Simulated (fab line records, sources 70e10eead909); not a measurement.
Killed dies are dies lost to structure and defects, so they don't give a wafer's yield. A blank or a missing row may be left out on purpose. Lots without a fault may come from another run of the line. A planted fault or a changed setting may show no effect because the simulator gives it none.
Chamber matching | flow nand_harc | NHARC_A_STAIRCASE_DEP_322 on pecvd-04: 3 sister chambers
The step deposits SiO2, target thk 7200 nm. 3 wafers are shown with their chamber, then 11 later ones without.

WAFERS WITH THEIR CHAMBER
wafer  | chamber | heater_power_w (W)
L087.6 | 2       | 568
L091.5 | 0       | 632
L092.2 | 1       | 863

WAFERS WITHOUT THEIR CHAMBER
wafer  | heater_power_w (W)
L092.5 | 625
L092.6 | 567
L093.1 | 680
L093.2 | 665
L093.4 | 565
L094.2 | 903
L094.4 | 776
L094.5 | 624
L096.2 | 740
L096.3 | 706
L096.5 | 627

WHICH CHAMBER EACH WENT THROUGH
wafer  | from the rows above          | in truth
L092.5 | can't be placed: 0 or 2      | 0
L092.6 | can't be placed: 2 or 0      | 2
L093.1 | can't be placed: 0 or 2      | 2
L093.2 | can't be placed: 0 or 2      | 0
L093.4 | can't be placed: 2 or 0      | 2
L094.2 | 1                            | 1
L094.4 | can't be placed: 1 or 0      | 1
L094.5 | can't be placed: 0 or 2      | 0
L096.2 | can't be placed: 0 or 1 or 2 | 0
L096.3 | can't be placed: 0 or 2 or 1 | 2
L096.5 | can't be placed: 0 or 2      | 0
Placed correctly: 1 of 11. Can't be placed from these rows: 10 (the true chamber is among the candidates in 10). Placed wrongly: 0.
How it was worked out, from the rows above alone: a wafer's distance from a chamber is the root of the sum, over the readings, of the square of ((its reading less the chamber's mean) divided by the reading's scatter). The wafer belongs to the nearest chamber; if the next one is less than 2 further off, it can't be placed. A chamber's mean is the mean of its shown wafers. The scatter: with one shown wafer a chamber, the root of the mean of the squares of how far each hidden wafer lies from its nearest shown one.
